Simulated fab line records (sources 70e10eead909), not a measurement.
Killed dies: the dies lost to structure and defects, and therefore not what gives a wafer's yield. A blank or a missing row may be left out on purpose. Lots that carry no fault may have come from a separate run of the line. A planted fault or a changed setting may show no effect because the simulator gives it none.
fab line records	flow nandHarc
[record] lots = 6	wafers = 18	lastDay = 23
route steps=1159 shown A_CHANNEL_HOLE_D1@457 END@1159
lots that met no fault: taken from a fault-free run of the same line
startH: hours from the record's first day to the start of the lot's first wafer shown	waitH: how many hours have passed since the lot's step before this one	" identical to the entry in the row above	L1.1+2: one row covering several wafers at once	- either no value or no given start	* or withheld: withheld	< > ~ a bound
route shown NAME@n: names a module that has steps shown in the file, with the first one's number in the route	usual: mean/standard deviation taken from wafers without a fault	same: alike in all rows	chamber/n: place in a boat	sites: readings site by site	_std_site: how widely they spread, as a standard deviation	_edge_site: the outer-site mean with the inner-site mean subtracted	radiusMm: how far each site lies from the wafer's centre	mask NAME#n: copy n	behind: the most recent tool/chamber to have shaped the wafer	hold: why the lot was held/for how many hours/how that ended	device: names the non-switching transistor (n, p or np)	end of line: tests of these same wafers at the route's end	for a step that has no rows: nothing shown but its recipe	killed: dies lost to structure and defects at the first sort, not the wafer's yield	map: a wafer's dies, marking killed ones x, the rest . and places with no die _
set.NAME: the setting the step ran with; set.NAME@STEP: the setting that earlier step ran with	model.NAME: the simulator's own value behind a step, which no gauge read
lots at selected steps of the route; one table per step, one row per wafer
services: a tool's chamber out of use, with start hour (startH, from the record's first day; less than 0 if before it), hours out, and reason
[[steps]]
[step NHARC_A_CHANNEL_HOLE_D1_SOFTBAKE_05]
[recipe] tempC = 105	timeS = 55
[step NHARC_A_CHANNEL_HOLE_D1_EBR_06]
[step NHARC_A_CHANNEL_HOLE_D1_EXPOSE_07]
[recipe] na = 1.35	targetCdNm = 100	sigmaOuter = 0.3	doseMj = 59.65	maskId = HOLE_D1
[step NHARC_A_CHANNEL_HOLE_D1_PEB_08]
[recipe] pebTempC = 100	pebTimeS = 65
[step NHARC_A_CHANNEL_HOLE_D1_DEVELOP_09]
[recipe] developTimeS = 35	devTempC = 23
[step NHARC_A_CHANNEL_HOLE_D1_CD_MEAS_10]
[recipe] targetCdNm = 100	landingEnergyEv = 500
[usual] cdNm = 99.8/0.47
lot.wafer	tool	chamber	startH	waitH	cdNm
L258.1	cdSem-01	0	169.41	-	99.1
L258.2	"	0	"	"	99.3
L258.5	"	0	"	"	100.0
L263.1	cdSem-03	0	211.65	-	99.5
L263.5	"	0	"	"	99.9
L263.6	"	0	"	"	100.1
L268.1	cdSem-01	0	253.64	-	99.9
L268.4	"	0	"	"	100.1
L268.6	"	0	"	"	99.6
L270.3	cdSem-02	0	254.58	-	99.9
L270.5	"	0	"	"	100.4
L270.6	"	0	"	"	99.4
L274.1	cdSem-03	0	274.44	-	99.5
L274.2	"	0	"	"	100.1
L274.4	"	0	"	"	99.5
L273.2	cdSem-02	0	274.73	-	99.5
L273.4	"	0	"	"	100.3
L273.6	"	0	"	"	99.8
[step NHARC_A_CHANNEL_HOLE_D1_OVL_MEAS_11]
[usual] overlayXNm = -0.1/0.94	overlayYNm = 0.2/0.93
lot.wafer	tool	chamber	startH	waitH	overlayXNm	overlayYNm
L258.1	overlay-02	-	169.52	-	0.7	0.8
L258.2	"	-	"	"	1.2	0.4
L258.5	"	-	"	"	1.1	0.5
L263.1	overlay-02	-	211.76	-	-0.4	0.8
L263.5	"	-	"	"	-0.7	0.8
L263.6	"	-	"	"	0.3	1.0
L268.1	overlay-02	-	253.72	-	0.2	0.0
L268.4	"	-	"	"	-0.2	0.2
L268.6	"	-	"	"	0.1	-0.5
L270.3	overlay-02	-	254.67	-	0.4	-0.3
L270.5	"	-	"	"	0.2	-0.9
L270.6	"	-	"	"	0.4	-0.3
L274.1	overlay-02	-	274.53	-	-0.6	0.3
L274.2	"	-	"	"	-0.8	-0.5
L274.4	"	-	"	"	-0.8	-0.8
L273.2	overlay-02	-	274.82	-	-0.3	-0.7
L273.4	"	-	"	"	-0.4	-0.7
L273.6	"	-	"	"	-0.2	-0.8
[step NHARC_A_CHANNEL_HOLE_D1_INSPECT_12]
[usual] rawDefectCount = 5.7/2.8
lot.wafer	tool	chamber	startH	waitH	rawDefectCount
L258.1	defectInspect-01	-	169.55	0.0	5
L258.2	"	-	"	"	4
L258.5	"	-	"	"	2
L263.1	defectInspect-01	-	211.79	0.0	10
L263.5	"	-	"	"	5
L263.6	"	-	"	"	6
L268.1	defectInspect-02	-	253.76	0.0	6
L268.4	"	-	"	"	10
L268.6	"	-	"	"	7
L270.3	defectInspect-01	-	254.70	0.0	4
L270.5	"	-	"	"	12
L270.6	"	-	"	"	4
L274.1	defectInspect-01	-	274.56	0.0	1
L274.2	"	-	"	"	3
L274.4	"	-	"	"	5
L273.2	defectInspect-01	-	274.85	0.0	5
L273.4	"	-	"	"	3
L273.6	"	-	"	"	6
[step NHARC_A_CHANNEL_HOLE_D1_DESCUM_15]
[recipe] timeS = 3	o2FlowSccm = 200	arFlowSccm = 0	biasPowerW = 0	chemistry = O2
[usual] drypumpMotorCurrentA = 5.7/0.43	oesProductAu = 1.003/0.011	rfVppV = 57.8/0.94	showerheadPlenumPTorr = 1.91/0.082	throttleValvePct = 11.310/0.0082
[same] biasPowerW = 0
lot.wafer	tool	chamber	startH	waitH	drypumpMotorCurrentA	oesProductAu	rfHoursCounterH	rfVppV	showerheadPlenumPTorr	throttleValvePct
L258.2	rieDiel-06	1	169.62	0.1	6.0	1.005	6	57.2	1.78	11.311
L258.1	"	2	"	"	5.6	0.995	7	56.7	1.83	11.310
L258.5	"	0	"	"	5.9	0.982	-	58.0	2.00	11.297
L263.1	rieDiel-05	1	211.88	0.1	5.6	0.999	2	58.0	1.90	11.311
L263.6	"	2	"	"	5.5	1.015	-	57.6	1.93	11.308
L263.5	"	3	"	"	5.4	1.013	-	57.5	1.92	11.302
L268.4	rieDiel-05	3	253.82	0.1	5.4	1.016	4	57.9	1.92	11.317
L268.1	"	0	"	"	5.2	1.005	4	58.9	2.01	11.317
L268.6	"	3	"	"	5.4	1.016	-	56.7	1.92	11.314
L270.3	rieDiel-06	0	254.76	0.1	5.9	1.013	1	59.3	2.00	11.320
L270.6	"	0	"	"	5.9	1.002	-	57.5	2.00	11.305
L270.5	"	1	"	"	6.0	1.010	-	57.6	1.78	11.312
L274.4	rieDiel-05	3	274.63	0.1	5.4	1.013	7	58.1	1.92	11.314
L274.1	"	0	"	"	5.2	0.992	6	58.3	2.01	11.308
L274.2	"	2	"	"	5.5	1.000	6	56.7	1.93	11.320
L273.2	rieDiel-06	2	274.92	0.1	5.6	0.994	1	56.8	1.82	11.314
L273.4	"	3	"	"	5.0	1.012	2	58.8	1.79	11.316
L273.6	"	2	"	"	5.6	0.984	-	56.8	1.82	11.294
[step NHARC_A_CHANNEL_HOLE_D1_ETCH_38]
[recipe] targetDepthA = 390	overEtchFrac = 0.3	timeS = 65	ionEnergyEv = 80	cf4FlowSccm = 150	arFlowSccm = 0	rfW = 300	biasW = 100	chemistry = CF4
[usual] drypumpMotorCurrentA = 5.7/0.45	oesProductAu = 1.001/0.0094	rfVppV = 151.2/1.2	showerheadPlenumPTorr = 1.77/0.07	throttleValvePct = 13.285/0.0089
lot.wafer	tool	chamber	startH	waitH	drypumpMotorCurrentA	oesProductAu	rfHoursCounterH	rfVppV	showerheadPlenumPTorr	throttleValvePct
L258.1	rieDiel-06	2	169.71	0.1	5.6	0.990	7	150.2	1.69	13.286
L258.2	"	0	"	"	5.9	0.983	7	152.3	1.84	13.283
L258.5	"	1	"	"	6.0	0.992	-	150.3	1.65	13.290
L263.1	rieDiel-05	3	211.96	0.1	5.4	1.017	2	151.5	1.77	13.272
L263.5	"	0	"	"	5.2	1.007	-	152.0	1.85	13.282
L263.6	"	1	"	"	5.6	1.003	-	152.2	1.75	13.294
L268.4	rieDiel-05	0	253.91	0.1	5.2	1.007	4	153.8	1.85	13.272
L268.1	"	1	"	"	5.6	1.012	4	150.1	1.75	13.284
L268.6	"	1	"	"	5.6	0.998	-	149.5	1.75	13.275
L270.3	rieDiel-06	1	254.86	0.1	6.0	1.003	0	151.5	1.65	13.299
L270.6	"	3	"	"	5.0	1.000	-	149.6	1.66	13.274
L270.5	"	0	"	"	5.9	1.003	-	152.0	1.84	13.274
L274.4	rieDiel-05	2	274.71	0.1	5.5	1.006	6	153.3	1.78	13.279
L274.2	"	3	"	"	5.4	1.010	7	150.8	1.77	13.299
L274.1	"	0	"	"	5.2	1.006	6	153.1	1.85	13.274
L273.2	rieDiel-06	3	275.00	0.1	5.0	1.004	2	150.4	1.66	13.292
L273.4	"	1	"	"	6.0	0.996	2	150.3	1.65	13.294
L273.6	"	0	"	"	5.9	1.022	-	150.9	1.84	13.278
[step NHARC_A_CHANNEL_HOLE_D1_ETCH_39]
[recipe] targetDepthA = 2600	overEtchFrac = 0.3	timeS = 325	ionEnergyEv = 200	n2FlowSccm = 150	h2FlowSccm = 150	arFlowSccm = 0	rfW = 400	biasW = 150	chemistry = N2/H2
[usual] drypumpMotorCurrentA = 5.7/0.43	oesProductAu = 1.001/0.011	rfVppV = 430.5/2.7	showerheadPlenumPTorr = 2.04/0.09	throttleValvePct = 14.171/0.0089
lot.wafer	tool	chamber	startH	waitH	drypumpMotorCurrentA	oesProductAu	rfHoursCounterH	rfVppV	showerheadPlenumPTorr	throttleValvePct
L258.2	rieDiel-06	2	-	-	5.6	1.003	7	428.6	1.94	14.170
L258.1	"	3	"	"	5.0	1.004	8	426.9	1.90	14.166
L258.5	"	2	"	"	5.6	0.989	-	428.2	1.94	14.171
L263.1	rieDiel-05	1	-	-	5.6	1.003	2	430.1	2.02	14.176
L263.6	"	0	"	"	5.2	1.004	-	434.1	2.14	14.163
L263.5	"	1	"	"	5.6	0.999	-	429.9	2.02	14.180
L268.4	rieDiel-05	2	-	-	5.5	1.006	4	430.5	2.06	14.157
L268.1	"	3	"	"	5.4	1.013	4	430.0	2.04	14.174
L268.6	"	1	"	"	5.6	1.003	-	430.1	2.02	14.168
L270.3	rieDiel-06	1	-	-	6.0	0.998	0	426.9	1.89	14.180
L270.6	"	2	"	"	5.7	0.983	-	427.1	1.94	14.157
L270.5	"	3	"	"	5.1	1.011	-	425.4	1.90	14.175
L274.1	rieDiel-05	3	-	-	5.4	1.019	7	430.9	2.04	14.166
L274.4	"	0	"	"	5.2	1.002	6	432.6	2.14	14.171
L274.2	"	1	"	"	5.6	1.009	6	431.4	2.02	14.171
L273.4	rieDiel-06	1	-	-	6.1	0.989	2	426.3	1.89	14.182
L273.2	"	0	"	"	5.9	0.995	2	433.3	2.13	14.164
L273.6	"	1	"	"	6.0	1.001	-	426.4	1.89	14.175
[step NHARC_A_CHANNEL_HOLE_D1_ETCH_34]
[recipe] targetDepthA = 1540	timeS = 77	cf4FlowSccm = 100	chf3FlowSccm = 30	arFlowSccm = 0	rfW = 500	biasW = 200	chemistry = CF4/CHF3
[usual] drypumpMotorCurrentA = 5.7/0.44	oesProductAu = 0.949/0.024	rfVppV = 370.5/2.2	showerheadPlenumPTorr = 1.57/0.063	throttleValvePct = 16.801/0.0096
lot.wafer	tool	chamber	startH	waitH	drypumpMotorCurrentA	oesProductAu	rfHoursCounterH	rfVppV	showerheadPlenumPTorr	throttleValvePct
L258.1	rieDiel-06	2	-	-	5.6	0.984	8	367.6	1.51	16.804
L258.2	"	3	"	"	5.0	0.967	8	367.9	1.48	16.811
L258.5	"	3	"	"	5.0	0.981	-	367.9	1.48	16.793
L263.1	rieDiel-05	3	-	-	5.4	0.977	2	370.4	1.58	16.793
L263.5	"	2	"	"	5.5	0.973	-	370.3	1.59	16.786
L263.6	"	3	"	"	5.4	0.974	-	370.5	1.58	16.801
L268.1	rieDiel-05	0	-	-	5.2	0.924	4	373.6	1.64	16.818
L268.4	"	1	"	"	5.6	0.930	4	370.8	1.56	16.807
L268.6	"	0	"	"	5.2	0.922	-	373.6	1.65	16.808
L270.3	rieDiel-06	3	-	-	5.0	0.980	1	366.9	1.48	16.798
L270.5	"	1	"	"	6.0	0.961	-	368.5	1.47	16.805
L270.6	"	2	"	"	5.6	0.976	-	368.6	1.50	16.803
L274.1	rieDiel-05	2	-	-	5.5	0.933	6	369.7	1.58	16.799
L274.2	"	3	"	"	5.4	0.946	7	370.3	1.58	16.793
L274.4	"	0	"	"	5.2	0.931	6	371.7	1.64	16.777
L273.2	rieDiel-06	2	-	-	5.6	0.916	2	368.9	1.50	16.815
L273.4	"	3	"	"	5.0	0.926	2	367.5	1.48	16.801
L273.6	"	2	"	"	5.6	0.921	-	368.6	1.50	16.790
[step NHARC_A_CHANNEL_HOLE_D1_ETCH_16]
[recipe] targetDepthA = 31000	overEtchFrac = 0.3	timeS = 806	ionEnergyEv = 150	o2FlowSccm = 400	cosFlowSccm = 20	arFlowSccm = 0	rfW = 500	biasW = 300	chemistry = O2/COS
[usual] drypumpMotorCurrentA = 5.7/0.45	oesProductAu = 1.001/0.0099	rfVppV = 314.1/1.9	showerheadPlenumPTorr = 3.11/0.12	throttleValvePct = 28.330/0.0086
lot.wafer	tool	chamber	startH	waitH	drypumpMotorCurrentA	oesProductAu	rfHoursCounterH	rfVppV	showerheadPlenumPTorr	throttleValvePct
L258.1	rieDiel-06	2	170.14	-	5.6	0.998	8	312.5	2.99	28.322
L258.2	"	3	"	"	5.0	0.994	8	311.7	2.93	28.333
L258.5	"	3	"	"	5.0	1.002	-	312.5	2.93	28.338
L263.1	rieDiel-05	1	212.50	-	5.6	1.003	2	314.1	3.10	28.334
L263.6	"	3	"	"	5.4	1.009	-	315.9	3.13	28.331
L263.5	"	0	"	"	5.2	1.002	-	317.1	3.27	28.332
L268.4	rieDiel-05	3	254.35	-	5.4	1.014	4	313.2	3.13	28.332
L268.1	"	0	"	"	5.2	1.010	4	314.9	3.26	28.340
L268.6	"	3	"	"	5.4	1.018	-	313.8	3.13	28.323
L270.3	rieDiel-06	1	255.34	-	6.0	0.848	1	310.2	2.91	28.324
L270.6	"	0	"	"	5.9	0.852	-	315.5	3.25	28.339
L270.5	"	1	"	"	6.0	0.836	-	312.1	2.91	28.346
L274.4	rieDiel-05	1	275.15	-	5.6	1.015	6	312.8	3.09	28.323
L274.1	"	3	"	"	5.4	1.020	7	314.6	3.13	28.337
L274.2	"	0	"	"	5.2	1.005	7	316.1	3.26	28.333
L273.4	rieDiel-06	2	275.44	-	5.6	0.847	2	312.9	2.98	28.327
L273.2	"	1	"	"	6.0	0.845	2	310.1	2.91	28.347
L273.6	"	3	"	"	5.1	0.855	-	310.4	2.93	28.335
[step NHARC_A_CHANNEL_HOLE_D1_CD_MEAS_18]
[usual] cdNm = 98.8/2.1
lot.wafer	tool	chamber	startH	waitH	cdNm
L258.1	cdSem-03	-	170.72	-	103.4
L258.2	"	-	"	"	97.6
L258.5	"	-	"	"	98.2
L263.1	cdSem-01	-	212.96	-	99.9
L263.5	"	-	"	"	97.1
L263.6	"	-	"	"	96.1
L268.1	cdSem-01	-	254.93	-	93.2
L268.4	"	-	"	"	100.3
L268.6	"	-	"	"	99.3
L270.3	cdSem-01	-	255.87	-	101.1
L270.5	"	-	"	"	100.6
L270.6	"	-	"	"	101.5
L274.1	cdSem-03	-	275.72	-	98.6
L274.2	"	-	"	"	96.0
L274.4	"	-	"	"	99.5
L273.2	cdSem-02	-	276.02	-	96.6
L273.4	"	-	"	"	102.3
L273.6	"	-	"	"	101.4
[step NHARC_END_SORT_01]
[recipe] tempC = 25
[usual] killedAtArray = 29/13	killedAtOther = 0.7/1	killedAtPeriphery = 3.2/2.3	killedDies = 33/13	killedOpen = 3.3/1.7	killedShort = 2.0/1.5
[same] grossDies = 677
lot.wafer	tool	chamber	startH	waitH	killedAtArray	killedAtOther	killedAtPeriphery	killedDies	killedOpen	killedShort
L270.3	prober-02	0	515.02	3.1	545	0	3	548	4	0
L270.5	prober-02	0	516.61	3.7	515	0	4	519	3	2
L270.6	prober-02	0	517.41	4.0	525	1	6	532	4	3
L273.2	prober-01	0	549.04	2.8	527	1	1	529	2	3
L273.4	prober-01	0	550.65	3.4	516	0	1	517	4	1
L273.6	prober-01	0	552.25	4.0	502	0	2	504	3	3
// killed by level:class
L270.3 A_CHANNEL_HOLE_D1:areaEtch=528 A_CHANNEL_HOLE_D1:chamberFilmFlake=6 A_CONTACT:geometricParticle:open=2 P_GATE:chamberFilmFlake=2 A_ZERO_WELL:chamberFilmFlake=2 A_BLC:chamberFilmFlake=2 A_M0:geometricParticle:open=1 A_M1:geometricParticle:open=1
L270.5 A_CHANNEL_HOLE_D1:areaEtch=494 A_CHANNEL_HOLE_D1:chamberFilmFlake=10 A_BLC:chamberFilmFlake=4 A_CONTACT:geometricParticle:open=3 A_WL_FILL:chamberFilmFlake=2 P_STI:geometricParticle:short=1 A_M0:geometricParticle:short=1 P_STI:chamberFilmFlake=1
L270.6 A_CHANNEL_HOLE_D1:areaEtch=508 A_BLC:chamberFilmFlake=4 P_STI:chamberFilmFlake=3 A_WL_FILL:chamberFilmFlake=3 A_CONTACT:chamberFilmFlake=3 A_STAIRCASE:chamberFilmFlake=2 P_GATE:geometricParticle:open=1 P_M0:geometricParticle:short=1
L273.2 A_CHANNEL_HOLE_D1:areaEtch=508 A_CHANNEL_HOLE_D1:chamberFilmFlake=14 A_ONON_D1:geometricParticle:open=1 A_ONON_D1:geometricParticle:short=1 A_BLC:geometricParticle:open=1 A_M1:geometricParticle:short=1 P_STI:chamberFilmFlake=1 STARTING-WAFER:geometricParticle:short=1
L273.4 A_CHANNEL_HOLE_D1:areaEtch=488 A_CHANNEL_HOLE_D1:chamberFilmFlake=23 P_M0:geometricParticle:open=1 A_ONON_D1:geometricParticle:open=1 A_CONTACT:geometricParticle:short=1 A_BLC:geometricParticle:open=1 A_M1:geometricParticle:open=1 A_CONTACT:chamberFilmFlake=1
L273.6 A_CHANNEL_HOLE_D1:areaEtch=473 A_CHANNEL_HOLE_D1:chamberFilmFlake=22 A_WL_FILL:geometricParticle:short=2 P_M0:geometricParticle:open=1 A_ONON_D1:geometricParticle:short=1 A_SGD_CUT:geometricParticle:open=1 A_WL_FILL:geometricParticle:open=1 P_STI:chamberFilmFlake=1
// map L270.3 (x killed, . not)
____________x____________
_________xxx.xxx_________
_______xxxxxxx.xxx_______
______xxxxxxxxxxxxx______
_____...x.xxxxxxxxx._____
____xxxxxxxx.xxxx.xx.____
____xxxxxxxxxxxx..x.x____
___x.x.xxxxxxxxxxx.xx.___
___...xxxxxxxxxxxxxx..___
__xx.xxxxxxxxxx.xxxx.xx__
__..xxxxxxxxxxxxxxxxx..__
_xxxxxxxxxxxxxxxxxxx.x.x_
_.xxxxxxxxxxxxxx.xxx...x_
_xx.xxxxxxxxxx.xxxx.x.x._
_xxxxxxxxxxxxxxxxxxxxxx._
_xxxxxxxxxxxx.xxxxx..xxx_
.xxxxxxxxxxxx.xxxxxx.xxxx
xx.xxxxxxxxxxxxxxxxxx.x.x
xxxxxxxxxxxxxxxxxx.xxxxx.
xxxxxxxxx.xxxxxxx.xxx.xx.
.x.xxxxxxxxxxxxxxxx.xxx..
_.xxxx.xxxxxxxxxxxxx.x.x_
_xxx.xxxxxxxxxxxxxxxxxxx_
_xx.xxxxxxxxxxxxxxxxxxxx_
_.x.xx.xxxxxxxxxxxxxx.x._
_..x.xxxxxxxxxxxxxx.xxx._
__.x.xx.xxxx.xxxxx.xxxx__
__..x.xxxxxxxxxxxxxxx..__
___xxx..xxxxxxxxxxxx.x___
___..xx.xxxxxxxxx..xxx___
____.x..xxxxxxxxxxx..____
____x.xxxx.xxxxx.xxx.____
_____..xx.xx..xx..x._____
______.x...x..xxxx.______
_______x.xx.xx.xxx_______
_________x...x.._________
____________.____________
// map L273.2 (x killed, . not)
____________.____________
_________..xx..._________
_______.x.xx.xxxxx_______
______xxxx.xxxx...x______
_____xxx.x....xxxxxx_____
____xxxxxxx.xxxx.x..x____
____xxx.xxxxxxxxxxxxx____
___xxxxxx.xxxxxxxx.xxx___
___x.xxxxxxxxxxxxxxx.x___
__xxx.xxxxxxxxxxxxxxxx.__
__x.x.xxxxxxxxxxxxxx.x.__
_..xxxxxxxxxxxxxxxxxxxxx_
_...xxxxxxxxxxxxxxx..x.._
_x..xxxxxxxxxxxxxxxxxxxx_
_x..xxxxxxxxxxxxxxxxxxxx_
_xxxxxxxxxxxxxxxxxxxxxx._
xx.xxxxxxxxxxxxxxxxxxx.xx
.xx.xxxxxxxxxxxxxxxxxxx..
.x..xxxxxxxxxxxxxxxxxxxx.
..xxxxxxxxxxxxxxxxxxxxxx.
.xx.xxxxxxxxxxxxxxxxx.xx.
_x.xxxxxxxxxxxxxxxxxxxxx_
_..xxxxxxxxxxxxxxxxx..x._
_.xxxxxxxxxxxxxxxxxxx.xx_
_...x.xxxxxxxxxxxxxxx..._
_...xxxxxxxxxxx.xxxxxx.._
__xx.xxxxxxxxxxxxxxxx.x__
__xxxxxxxxxxxxxxxx.x.x.__
___...xxxxxxxxxxxx..xx___
___.x.xxxxxxxxxxxxxxx.___
____..x.xx..xxxx.xxx.____
____..x..x.xx.xxx.xx.____
_____..x...xx.x.xx.._____
______.....x..x.x..______
_______.....x..x.._______
_________.....x._________
____________.____________
[[services]]
tool	chamber	startH	hours	kind
rieDiel-06	0	146.70	-	clean
rieDiel-06	1	146.70	-	clean
rieDiel-06	2	146.70	-	clean
rieDiel-06	3	146.70	-	clean
rieDiel-05	-	163.74	9.0	pm
rieDiel-05	0	163.74	9.0	ventCycle
rieDiel-05	1	163.74	9.0	ventCycle
rieDiel-05	2	163.74	9.0	ventCycle
rieDiel-05	3	163.74	9.0	ventCycle
rieDiel-06	0	171.20	-	clean
rieDiel-06	1	171.20	-	clean
rieDiel-06	2	171.20	-	clean
rieDiel-06	3	171.20	-	clean
rieDiel-05	0	172.74	-	clean
rieDiel-05	1	172.74	-	clean
rieDiel-05	2	172.74	-	clean
rieDiel-05	3	172.74	-	clean
rieDiel-06	0	195.70	-	clean
rieDiel-06	1	195.70	-	clean
rieDiel-06	2	195.70	-	clean
rieDiel-06	3	195.70	-	clean
rieDiel-06	3	197.03	5.0	repair
rieDiel-05	0	197.24	-	clean
rieDiel-06	-	241.20	9.0	pm
[[key]]
[firstSign] step = NHARC_A_CHANNEL_HOLE_D1_ETCH_16	reading = oesProductAu	direction = down	sigmas = 16	usual = 1.001	struck = 0.847
[effect] step = NHARC_END_SORT_01	reading = killedAtArray	direction = up	sigmas = 39	usual = 29	struck = 522
[moreKillsBornAt] NHARC_A_CHANNEL_HOLE_D1_ETCH_16@rieDiel-06 = 2999
metAt NHARC_A_CHANNEL_HOLE_D1_ETCH_16
struckWafers L270.3,L270.5,L270.6,L273.2,L273.4,L273.6
laterRowsLeftOut L270.3,L270.5,L270.6,L273.2,L273.4,L273.6
testerLeftOut L270,L273
onsetBetween 170.14 255.34
[fault] kind = processParameterDrift	tool = rieDiel-06	chamber = -	onsetH = 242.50	steps = NHARC_A_CHANNEL_HOLE_D1_ETCH_16	channel = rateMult	offset = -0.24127	shape = step	endH = 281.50
// testerLeftOut: of these lots the tester's yield and bins aren't shown, on N5 and GAA mostly nor the transistor test; their killed dies are dies lost to structure and defects alone, not to doping, threshold or leakage, so they don't give the yield
// laterRowsLeftOut: the simulator's readings of these wafers behind a module that went badly wrong aren't trusted and aren't shown, but for the sort
